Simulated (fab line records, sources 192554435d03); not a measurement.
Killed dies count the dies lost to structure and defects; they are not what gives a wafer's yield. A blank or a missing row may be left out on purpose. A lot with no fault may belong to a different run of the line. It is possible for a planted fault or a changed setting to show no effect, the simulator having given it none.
Which tool is to blame? | flow n5Finfet | Sampling: 10 lots, 28 wafers, 5 of 1938 route steps

WHAT THE GAUGES READ, wafer by wafer
N5_BEOL_M4_RC_MEAS_101. Usual: DIBL_N 36.5 mV/V, standard deviation 2.2; DIBL_P 36.9 mV/V, standard deviation 2.9; IOFF_N 0.17 nA/um, standard deviation 0.044; IOFF_P 0.22 nA/um, standard deviation 0.052; ION_N 671 uA/um, standard deviation 16; ION_P 461 uA/um, standard deviation 10; SS_N 71.6 mV/dec, standard deviation 0.73; SS_P 73.5 mV/dec, standard deviation 0.79; VT_N 250 mV, standard deviation 4.1; VT_P -250 mV, standard deviation 4.1.
lot  | measured     | on        | DIBL_N (mV/V)  | DIBL_P (mV/V)  | IOFF_N (nA/um) | IOFF_P (nA/um) | ION_N (uA/um) | ION_P (uA/um) | SS_N (mV/dec)  | SS_P (mV/dec)  | VT_N (mV)   | VT_P (mV)      | flag
L565 | day 8 10:38  | prober-01 | 34.2 35.1 32.4 | 34.7 37.1 30.0 | 0.12 0.13 0.09 | 0.16 0.19 0.10 | 667 674 647   | 455 463 440   | 70.9 71.0 70.4 | 72.1 72.9 71.1 | 253 252 260 | -255 -254 -262 | 
L569 | day 9 17:33  | prober-02 | 35.4 36.6 31.5 | 33.8 36.8 31.6 | 0.14 0.15 0.09 | 0.16 0.21 0.14 | 645 653 640   | 443 449 446   | 71.9 72.1 70.9 | 72.2 73.5 71.8 | 251 252 257 | -253 -249 -253 | 
L571 | day 9 21:05  | prober-01 | 37.5 34.3 36.0 | 38.7 35.8 36.9 | 0.20 0.14 0.16 | 0.24 0.20 0.20 | 692 654 671   | 466 450 457   | 72.0 71.6 72.1 | 74.6 73.7 73.9 | 246 253 251 | -251 -252 -249 | 
L572 | day 10 03:28 | prober-01 | 37.2 33.1 36.8 | 36.5 31.3 36.6 | 0.16 0.11 0.16 | 0.25 0.18 0.24 | 671 648 660   | 462 447 462   | 71.9 71.2 71.2 | 73.6 73.2 73.8 | 252 255 250 | -246 -248 -247 | 
L573 | day 11 02:48 | prober-01 | 35.8 37.1 34.8 | 35.2 38.6 32.0 | 0.14 0.16 0.13 | 0.19 0.24 0.14 | 670 652 638   | 454 453 436   | 71.9 72.5 72.4 | 73.4 73.8 72.6 | 253 248 258 | -253 -250 -258 | 
L576 | day 11 20:53 | prober-01 | 33.4 38.8 36.5 | 32.6 38.4 35.0 | 0.11 0.19 0.14 | 0.14 0.21 0.17 | 661 669 657   | 448 446 454   | 70.1 72.4 71.5 | 73.1 73.8 72.4 | 256 251 254 | -258 -252 -255 | 
L582 | day 13 02:46 | prober-02 | 34.6 38.4 37.3 | 35.2 41.1 39.9 | 0.13 0.23 0.18 | 0.19 0.30 0.30 | 662 700 656   | 461 477 459   | 71.6 71.5 71.9 | 72.9 74.3 74.1 | 252 240 248 | -250 -246 -244 | 
L580 | day 13 03:30 | prober-01 | 38.2 37.5      | 39.8 38.9      | 0.20 0.18      | 0.25 0.24      | 684 670       | 468 459       | 72.4 72.2      | 73.7 73.6      | 249 249     | -249 -251      | 
L583 | day 13 09:13 | prober-01 | 32.5 40.5 35.3 | 32.7 41.8 35.7 | 0.11 0.22 0.14 | 0.14 0.26 0.18 | 658 677 657   | 455 461 453   | 69.8 72.3 70.3 | 71.9 75.3 73.5 | 252 247 251 | -255 -249 -253 | 
L584 | day 13 09:28 | prober-02 | 34.6 36.5      | 34.3 37.3      | 0.13 0.18      | 0.16 0.20      | 652 669       | 445 453       | 71.5 71.7      | 72.7 73.7      | 253 245     | -253 -250      | 

N5_BEOL_M5_OCD_MEAS_38. Usual: trenchDepthNm at 71.9 nm, with a standard deviation of 1.8.
lot  | measured     | on     | trenchDepthNm (nm) | flag
L565 | day 8 14:47  | ocd-02 | 71.2 72.6 71.3     | 
L569 | day 10 02:54 | ocd-01 | 70.9 73.4 73.3     | 
L571 | day 10 04:42 | ocd-01 | 71.3 72.4 70.8     | 
L572 | day 10 07:55 | ocd-01 | 72.7 68.5 69.0     | 
L573 | day 11 07:50 | ocd-01 | 73.3 68.7 72.4     | 
L576 | day 12 02:55 | ocd-01 | 71.4 74.0 74.2     | 
L582 | day 13 07:36 | ocd-02 | 71.7 71.7 72.8     | 
L580 | day 13 08:11 | ocd-02 | 72.4 70.9          | 
L583 | day 13 16:10 | ocd-02 | 71.9 73.2 72.4     | 
L584 | day 13 15:59 | ocd-02 | 74.2 74.9          | 

N5_BEOL_M5_CD_MEAS_35: target cd 28 nm, target cd y 24 nm. Usual: cdNm at 28.2 nm, with a standard deviation of 0.44.
lot  | measured     | on       | cdNm (nm)      | flag
L565 | day 8 14:56  | cdSem-01 | 28.2 29.3 28.8 | 
L569 | day 10 03:03 | cdSem-01 | 28.7 28.1 28.4 | 
L571 | day 10 04:51 | cdSem-02 | 28.3 27.3 27.8 | 
L572 | day 10 08:05 | cdSem-01 | 28.4 29.4 28.5 | 
L573 | day 11 07:59 | cdSem-01 | 27.9 27.4 28.1 | 
L576 | day 12 03:05 | cdSem-01 | 28.0 28.7 28.2 | 
L582 | day 13 07:46 | cdSem-01 | 28.6 28.6 28.7 | 
L580 | day 13 08:20 | cdSem-01 | 28.1 28.3      | 
L583 | day 13 16:19 | cdSem-02 | 27.6 28.0 28.3 | 
L584 | day 13 16:08 | cdSem-01 | 27.9 28.2      | 

EACH LOT AND THE TOOL THAT RAN IT (in order: tool; ch and the chambers of the sampled wafers; start)
lot  | N5_BEOL_M5_STRIP_36               | N5_BEOL_M5_ETCH_41
L565 | rieDiel-03 ch 1,2, day 8 14:35    | rieDiel-03 ch 1,2, day 8 14:47 or earlier
L569 | rieDiel-01 ch 0,2,3, day 10 02:42 | rieDiel-01 ch 0,2,3, day 10 02:54 or earlier
L571 | rieDiel-03 ch 0,3, day 10 04:30   | rieDiel-03 ch 0,3, day 10 04:34
L572 | rieDiel-01 ch 1,3, day 10 07:43   | rieDiel-01 ch 1,3, day 10 07:47
L573 | rieDiel-01 ch 0,1, day 11 07:38   | rieDiel-01 ch 0,1, day 11 07:50 or earlier
L576 | rieDiel-01 ch 0,2, day 12 02:44   | rieDiel-01 ch 0,2, day 12 02:55 or earlier
L582 | rieDiel-03 ch 0,1,2, day 13 07:25 | rieDiel-03 ch 0,1,2, day 13 07:36 or earlier
L580 | rieDiel-03 ch 1,2, day 13 07:58   | rieDiel-03 ch 1,2, day 13 08:11 or earlier
L583 | rieDiel-03 ch 1,2,3, day 13 15:58 | rieDiel-03 ch 1,2,3, day 13 16:10 or earlier
L584 | rieDiel-01 ch 0,3, day 13 15:49   | rieDiel-01 ch 0,3, day 13 15:59 or earlier
- N5_BEOL_M5_STRIP_36: strips in N2/H2.
- N5_BEOL_M5_ETCH_41: etches SiCN in CH3F/O2, target depth 31.5 nm, time 56.7 s.

AS READ BY THE TOOLS THEMSELVES (means over the sampled wafers that have a number; for cases with no such wafer, the mark the record gives instead)
N5_BEOL_M5_STRIP_36. Usual: biasPowerW 6.999 W, standard deviation 0.022; chamberPressureMTorr 20.00 mTorr, standard deviation 0.032; drypumpMotorCurrentA 5.4 A, standard deviation 0.36; h2FlowSccm 200.0 sccm, standard deviation 0.6; oesProductAu 0.84 a.u., standard deviation 0.085; rfVppV 59.2 V, standard deviation 1.5; showerheadPlenumPTorr 2.54 Torr, standard deviation 0.1; throttleValvePct 23.6 %, standard deviation 0.4.
lot  | tool       | biasPowerW (W) | chamberPressureMTorr (mTorr) | drypumpMotorCurrentA (A) | h2FlowSccm (sccm) | oesProductAu (a.u.) | rfVppV (V) | showerheadPlenumPTorr (Torr) | throttleValvePct (%) | flag
L565 | rieDiel-03 | 6.981          | 19.99                        | 5.3                      | 200.1             | 0.78                | 58.8       | 2.55                         | 23.7                 | 
L569 | rieDiel-01 | 7.021          | 20.01                        | 5.5                      | 199.4             | 0.93                | 59.8       | 2.57                         | 23.3                 | 
L571 | rieDiel-03 | -              | -                            | -                        | -                 | -                   | -          | -                            | -                    | OFF
L572 | rieDiel-01 | -              | -                            | -                        | -                 | -                   | -          | -                            | -                    | OFF
L573 | rieDiel-01 | 6.976          | 20.00                        | 5.3                      | 200.2             | 0.87                | 58.1       | 2.60                         | 23.7                 | 
L576 | rieDiel-01 | 6.994          | 20.01                        | 5.4                      | 200.1             | 0.92                | 58.2       | 2.61                         | 23.5                 | 
L582 | rieDiel-03 | 7.007          | 20.01                        | 5.2                      | 199.8             | 0.81                | 60.4       | 2.58                         | 23.5                 | 
L580 | rieDiel-03 | 6.984          | 20.00                        | 5.3                      | 199.3             | 0.75                | 59.2       | 2.54                         | 23.8                 | 
L583 | rieDiel-03 | 7.040          | 20.04                        | 5.6                      | 199.9             | 0.77                | 59.4       | 2.51                         | 23.8                 | 
L584 | rieDiel-01 | 7.005          | 20.03                        | 5.5                      | 199.6             | 0.89                | 60.9       | 2.62                         | 23.2                 | 

N5_BEOL_M5_ETCH_41. Usual: CH3F_flow_sccm 30.00 sccm, standard deviation 0.1; drypumpMotorCurrentA 5.4 A, standard deviation 0.36; oesProductAu 0.83 a.u., standard deviation 0.084; rfVppV 297.5 V, standard deviation 1.9; showerheadPlenumPTorr 2.01 Torr, standard deviation 0.071; throttleValvePct 16.3 %, standard deviation 0.31.
lot  | tool       | CH3F_flow_sccm (sccm) | drypumpMotorCurrentA (A) | oesProductAu (a.u.) | rfVppV (V) | showerheadPlenumPTorr (Torr) | throttleValvePct (%) | flag
L565 | rieDiel-03 | 30.03                 | 5.3                      | 0.78                | 297.6      | 2.00                         | 16.4                 | 
L569 | rieDiel-01 | 29.99                 | 5.5                      | 0.92                | 298.4      | 2.03                         | 16.0                 | 
L571 | rieDiel-03 | 29.95                 | 5.8                      | 0.85                | 297.2      | 2.02                         | 16.3                 | 
L572 | rieDiel-01 | 29.98                 | 5.3                      | 0.79                | 296.7      | 1.97                         | 16.5                 | 
L573 | rieDiel-01 | 29.91                 | 5.3                      | 0.87                | 297.8      | 2.04                         | 16.3                 | 
L576 | rieDiel-01 | 30.02                 | 5.4                      | 0.90                | 298.5      | 2.04                         | 16.1                 | 
L582 | rieDiel-03 | 30.04                 | 5.2                      | 0.80                | 297.6      | 2.04                         | 16.4                 | 
L580 | rieDiel-03 | 29.99                 | 5.3                      | 0.76                | 297.1      | 2.00                         | 16.5                 | 
L583 | rieDiel-03 | 29.99                 | 5.6                      | 0.77                | 297.0      | 1.98                         | 16.5                 | 
L584 | rieDiel-01 | 30.03                 | 5.4                      | 0.89                | 299.4      | 2.07                         | 16.1                 | 

THE ANSWER, worked out from the rows above alone
Rule: lot off if the mean of its wafers having a number is beyond 3 standard deviations from the usual mean. A lot without any number at a reading at which 4 lots or more have one is off too. Where the step has rows for the other lots, those lots are counted as sound. Order of review: gauges by route order, followed by the tools' own readings, for which a lot's mean as printed above is used. At the first step where some lot is off, the reading lying furthest off is the one used; lots without a number count as furthest.
Off, at N5_BEOL_M5_STRIP_36 on biasPowerW: L571, L572. Without a number there: L571, L572.
A tool fits if, at that step or a process step before it, it ran every lot that is off, and no sound lot after the first of them. Of those tried, none fits.

WHAT THE SIMULATOR PUT IN
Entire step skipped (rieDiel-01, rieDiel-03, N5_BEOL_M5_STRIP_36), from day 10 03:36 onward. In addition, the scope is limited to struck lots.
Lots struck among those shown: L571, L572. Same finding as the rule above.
